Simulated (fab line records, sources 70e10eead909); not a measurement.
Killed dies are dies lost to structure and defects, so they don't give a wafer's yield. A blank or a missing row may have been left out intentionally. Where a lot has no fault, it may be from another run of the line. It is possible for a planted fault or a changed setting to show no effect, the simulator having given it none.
Matching of chambers || flow nand harc || NHARC_P_M1_DEP_33 on pecvd-04 has 3 sister chambers
The step deposits SiCN, target thk 30 nm. 22 wafers are shown with their chamber, then 11 later ones without.

## EACH WAFER AND ITS CHAMBER
{"wafer": "L074.3", "chamber": 1, "heater power outer w (W)": 399, "heater power w (W)": 651}
{"wafer": "L074.4", "chamber": 0, "heater power outer w (W)": 253, "heater power w (W)": 559}
{"wafer": "L074.5", "chamber": 2, "heater power outer w (W)": 262, "heater power w (W)": 486}
{"wafer": "L076.3", "chamber": 2, "heater power outer w (W)": 296, "heater power w (W)": 521}
{"wafer": "L076.4", "chamber": 2, "heater power outer w (W)": 296, "heater power w (W)": 538}
{"wafer": "L076.5", "chamber": 1, "heater power outer w (W)": 397, "heater power w (W)": 664}
{"wafer": "L080.2", "chamber": 1, "heater power outer w (W)": 352, "heater power w (W)": 578}
{"wafer": "L080.3", "chamber": 0, "heater power outer w (W)": 203, "heater power w (W)": 483}
{"wafer": "L080.4", "chamber": 2, "heater power outer w (W)": 331, "heater power w (W)": 577}
{"wafer": "L082.1", "chamber": 0, "heater power outer w (W)": 252, "heater power w (W)": 548}
{"wafer": "L082.3", "chamber": 2, "heater power outer w (W)": 339, "heater power w (W)": 572}
{"wafer": "L082.5", "chamber": 0, "heater power outer w (W)": 249, "heater power w (W)": 574}
{"wafer": "L083.1", "chamber": 0, "heater power outer w (W)": 245, "heater power w (W)": 536}
{"wafer": "L083.3", "chamber": 2, "heater power outer w (W)": 275, "heater power w (W)": 504}
{"wafer": "L083.6", "chamber": 1, "heater power outer w (W)": 365, "heater power w (W)": 627}
{"wafer": "L084.1", "chamber": 0, "heater power outer w (W)": 246, "heater power w (W)": 551}
{"wafer": "L084.2", "chamber": 1, "heater power outer w (W)": 342, "heater power w (W)": 588}
{"wafer": "L084.3", "chamber": 2, "heater power outer w (W)": 281, "heater power w (W)": 496}
{"wafer": "L085.1", "chamber": 1, "heater power outer w (W)": 344, "heater power w (W)": 595}
{"wafer": "L085.2", "chamber": 2, "heater power outer w (W)": 325, "heater power w (W)": 563}
{"wafer": "L085.5", "chamber": 1, "heater power outer w (W)": 337, "heater power w (W)": 590}
{"wafer": "L086.2", "chamber": 2, "heater power outer w (W)": 332, "heater power w (W)": 586}

SIGNATURES, as means of the wafers listed above
{"reading": "heater power outer w", "chamber 0": 241.33, "chamber 1": 362.29, "chamber 2": 304.11, "scatter within a chamber": 25.4}
{"reading": "heater power w", "chamber 0": 541.83, "chamber 1": 613.29, "chamber 2": 538.11, "scatter within a chamber": 35.1}
Rule: distance of a wafer from a chamber = root of the sum over the readings of ((wafer's reading minus chamber's mean) / reading's scatter) squared. If the next closest chamber is less than 2 further off than the closest, the wafer can't be placed; otherwise it belongs to the closest. The scatter: take each reading less its chamber's mean, square it, sum over the shown wafers, divide by the number of wafers less the number of chambers, and take the root.

## WAFERS MISSING THEIR CHAMBER
{"wafer": "L086.3", "heater power outer w (W)": 373, "heater power w (W)": 603}
{"wafer": "L086.5", "heater power outer w (W)": 365, "heater power w (W)": 612}
{"wafer": "L093.2", "heater power outer w (W)": 366, "heater power w (W)": 623}
{"wafer": "L093.4", "heater power outer w (W)": 326, "heater power w (W)": 586}
{"wafer": "L093.5", "heater power outer w (W)": 158, "heater power w (W)": 421}
{"wafer": "L094.1", "heater power outer w (W)": 381, "heater power w (W)": 643}
{"wafer": "L094.3", "heater power outer w (W)": 311, "heater power w (W)": 542}
{"wafer": "L094.4", "heater power outer w (W)": 381, "heater power w (W)": 628}
{"wafer": "L097.3", "heater power outer w (W)": 160, "heater power w (W)": 430}
{"wafer": "L097.4", "heater power outer w (W)": 164, "heater power w (W)": 429}
{"wafer": "L097.6", "heater power outer w (W)": 336, "heater power w (W)": 598}

## WHICH CHAMBER EACH WENT THROUGH
{"wafer": "L086.3", "from the rows above": 1, "in truth": 1}
{"wafer": "L086.5", "from the rows above": 1, "in truth": 1}
{"wafer": "L093.2", "from the rows above": 1, "in truth": 1}
{"wafer": "L093.4", "from the rows above": "can't be placed: 2 or 1 or 0", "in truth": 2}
{"wafer": "L093.5", "from the rows above": "can't be placed: 0 or 2", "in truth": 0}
{"wafer": "L094.1", "from the rows above": 1, "in truth": 1}
{"wafer": "L094.3", "from the rows above": 2, "in truth": 2}
{"wafer": "L094.4", "from the rows above": 1, "in truth": 1}
{"wafer": "L097.3", "from the rows above": "can't be placed: 0 or 2", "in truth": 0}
{"wafer": "L097.4", "from the rows above": "can't be placed: 0 or 2", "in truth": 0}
{"wafer": "L097.6", "from the rows above": "can't be placed: 1 or 2", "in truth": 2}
Placed correctly: 6 of 11. Cannot be placed on the basis of these rows: 5; the candidates contain the true chamber in 5. Number placed wrongly: 0.
